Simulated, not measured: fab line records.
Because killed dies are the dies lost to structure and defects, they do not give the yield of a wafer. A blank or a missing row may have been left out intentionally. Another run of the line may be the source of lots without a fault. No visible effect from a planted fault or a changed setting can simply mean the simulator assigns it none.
Matching of chambers :: flow nand_harc :: NHARC_A_CHANNEL_FILL_D1_ALD_02 on ald_hk-04 has 4 sister chambers
The step deposits SiO2, target thk 6 nm, pulse time 10 s, ald cycles 60. 14 wafers are shown with their chamber, then 7 later ones without.

== WAFERS PAIRED WITH THEIR CHAMBERS ==
wafer: L074.2
chamber: 3
heater_power_w (W): 401
precursor_pulse_height_rel: 0.967

wafer: L074.5
chamber: 1
heater_power_w (W): 493
precursor_pulse_height_rel: 0.993

wafer: L074.6
chamber: 0
heater_power_w (W): 490
precursor_pulse_height_rel: 1.010

wafer: L076.1
chamber: 1
heater_power_w (W): 511
precursor_pulse_height_rel: 0.967

wafer: L076.2
chamber: 0
heater_power_w (W): 484
precursor_pulse_height_rel: 1.015

wafer: L076.6
chamber: 0
heater_power_w (W): 494
precursor_pulse_height_rel: 1.000

wafer: L086.1
chamber: 1
heater_power_w (W): 493
precursor_pulse_height_rel: 1.016

wafer: L086.3
chamber: 3
heater_power_w (W): 381
precursor_pulse_height_rel: 0.996

wafer: L086.5
chamber: 0
heater_power_w (W): 479
precursor_pulse_height_rel: 0.971

wafer: L090.1
chamber: 1
heater_power_w (W): 480
precursor_pulse_height_rel: 1.024

wafer: L090.3
chamber: 2
heater_power_w (W): 428
precursor_pulse_height_rel: 0.999

wafer: L090.6
chamber: 1
heater_power_w (W): 486
precursor_pulse_height_rel: 0.988

wafer: L089.1
chamber: 1
heater_power_w (W): 488
precursor_pulse_height_rel: 1.039

wafer: L089.4
chamber: 2
heater_power_w (W): 423
precursor_pulse_height_rel: 1.024

SIGNATURES (averages over the wafers above)
reading: heater_power_w
chamber 0: 486.75
chamber 1: 491.83
chamber 2: 425.50
chamber 3: 391.00
scatter within a chamber: 9.5

reading: precursor_pulse_height_rel
chamber 0: 0.99900
chamber 1: 1.00450
chamber 2: 1.01150
chamber 3: 0.98150
scatter within a chamber: 0.0233
Rule: a wafer's distance from a chamber is the root of the sum, over the readings, of the square of ((its reading less the chamber's mean) divided by the reading's scatter). The wafer belongs to the nearest chamber; if the next one is less than 2 further off, it can't be placed. The scatter: the root of (the sum of the squares of (reading less its chamber's mean) over the shown wafers, divided by (wafers less chambers)).

== WAFERS WITHOUT THEIR CHAMBER ==
wafer: L089.5
heater_power_w (W): 478
precursor_pulse_height_rel: 1.007

wafer: L094.1
heater_power_w (W): 377
precursor_pulse_height_rel: 0.988

wafer: L094.4
heater_power_w (W): 414
precursor_pulse_height_rel: 1.014

wafer: L094.5
heater_power_w (W): 427
precursor_pulse_height_rel: 1.010

wafer: L097.1
heater_power_w (W): 392
precursor_pulse_height_rel: 0.999

wafer: L097.3
heater_power_w (W): 416
precursor_pulse_height_rel: 1.008

wafer: L097.6
heater_power_w (W): 479
precursor_pulse_height_rel: 1.006

== EACH ONE'S CHAMBER ==
wafer: L089.5
from the rows above: can't be placed: 0 or 1
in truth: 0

wafer: L094.1
from the rows above: 3
in truth: 3

wafer: L094.4
from the rows above: can't be placed: 2 or 3
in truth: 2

wafer: L094.5
from the rows above: 2
in truth: 2

wafer: L097.1
from the rows above: 3
in truth: 3

wafer: L097.3
from the rows above: can't be placed: 2 or 3
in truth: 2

wafer: L097.6
from the rows above: can't be placed: 0 or 1
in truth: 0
Correct placement for 3 of the 7. These rows do not allow placing 4 (true chamber among the candidates in 4). Placed wrongly: 0.
